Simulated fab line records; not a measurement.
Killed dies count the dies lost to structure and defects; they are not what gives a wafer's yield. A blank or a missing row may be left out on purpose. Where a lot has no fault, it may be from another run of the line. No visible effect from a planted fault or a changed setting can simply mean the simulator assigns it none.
Matching of chambers + flow n5 finfet + N5_HKMG_FIN_ETCH_31 on rie diel-01: 4 sister chambers
The step etches SiARC in CF4, target depth 45.5 nm, time 75.8 s. 20 wafers are shown with their chamber, then 10 later ones without.

## WAFERS WITH THEIR CHAMBER
| wafer  | chamber | showerhead plenum p Torr (Torr) | drypump motor current A (A) | oes product au (a.u.) |
|--------|---------|---------------------------------|-----------------------------|-----------------------|
| L074.2 | 1       | 2.21                            | 5.2                         | 0.61                  |
| L074.3 | 2       | 2.05                            | 5.9                         | 0.62                  |
| L074.5 | 0       | 2.12                            | 5.5                         | 0.59                  |
| L079.1 | 3       | 2.19                            | 4.9                         | 0.84                  |
| L079.4 | 2       | 2.04                            | 6.0                         | 0.60                  |
| L079.6 | 2       | 2.04                            | 6.0                         | 0.61                  |
| L083.1 | 3       | 2.19                            | 4.9                         | 0.82                  |
| L083.4 | 2       | 2.04                            | 6.0                         | 0.60                  |
| L083.5 | 3       | 2.19                            | 4.9                         | 0.82                  |
| L084.1 | 2       | 2.04                            | 5.9                         | 0.60                  |
| L084.5 | 2       | 2.04                            | 5.9                         | 0.59                  |
| L084.6 | 1       | 2.20                            | 5.3                         | 0.60                  |
| L086.1 | 2       | 2.04                            | 5.9                         | 0.59                  |
| L086.2 | 1       | 2.20                            | 5.2                         | 0.59                  |
| L086.4 | 1       | 2.20                            | 5.3                         | 0.60                  |
| L088.2 | 3       | 2.19                            | 4.9                         | 0.80                  |
| L088.3 | 0       | 2.11                            | 5.5                         | 0.80                  |
| L088.5 | 3       | 2.19                            | 5.0                         | 0.80                  |
| L089.1 | 0       | 2.11                            | 5.5                         | 0.79                  |
| L089.3 | 3       | 2.18                            | 5.0                         | 0.79                  |

SIGNATURES, as means of the wafers listed above
| reading                  | chamber 0 | chamber 1 | chamber 2 | chamber 3 | scatter within a chamber |
|--------------------------|-----------|-----------|-----------|-----------|--------------------------|
| showerhead plenum p Torr | 2.1133    | 2.2025    | 2.0414    | 2.1883    | 0.00441                  |
| drypump motor current A  | 5.500     | 5.250     | 5.943     | 4.933     | 0.0503                   |
| oes product au           | 0.7267    | 0.6000    | 0.6014    | 0.8117    | 0.0438                   |
Rule: a wafer's distance from a chamber is the root of the sum, over the readings, of the square of ((its reading less the chamber's mean) divided by the reading's scatter). The wafer belongs to the nearest chamber; if the next one is less than 2 further off, it can't be placed. The scatter: the root of (the sum of the squares of (reading less its chamber's mean) over the shown wafers, divided by (wafers less chambers)).

## WAFERS WITH NO CHAMBER GIVEN
| wafer  | showerhead plenum p Torr (Torr) | drypump motor current A (A) | oes product au (a.u.) |
|--------|---------------------------------|-----------------------------|-----------------------|
| L089.4 | 2.11                            | 5.5                         | 0.77                  |
| L091.1 | 2.20                            | 5.2                         | 0.84                  |
| L091.2 | 2.11                            | 5.4                         | 0.76                  |
| L091.4 | 2.03                            | 6.0                         | 0.58                  |
| L096.1 | 2.18                            | 5.0                         | 0.77                  |
| L096.5 | 2.11                            | 5.5                         | 0.75                  |
| L096.6 | 2.18                            | 5.0                         | 0.77                  |
| L097.1 | 2.11                            | 5.5                         | 0.76                  |
| L097.3 | 2.19                            | 5.2                         | 0.78                  |
| L097.5 | 2.18                            | 4.9                         | 0.76                  |

## CHAMBER TAKEN BY EACH
| wafer  | from the rows above     | in truth |
|--------|-------------------------|----------|
| L089.4 | 0                       | 0        |
| L091.1 | can't be placed: 1 or 3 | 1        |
| L091.2 | 0                       | 0        |
| L091.4 | 2                       | 2        |
| L096.1 | 3                       | 3        |
| L096.5 | 0                       | 0        |
| L096.6 | 3                       | 3        |
| L097.1 | 0                       | 0        |
| L097.3 | can't be placed: 1 or 3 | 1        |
| L097.5 | 3                       | 3        |
Correctly placed: 8 of 10. These rows do not allow placing 2 (true chamber among the candidates in 2). Number placed wrongly: 0.
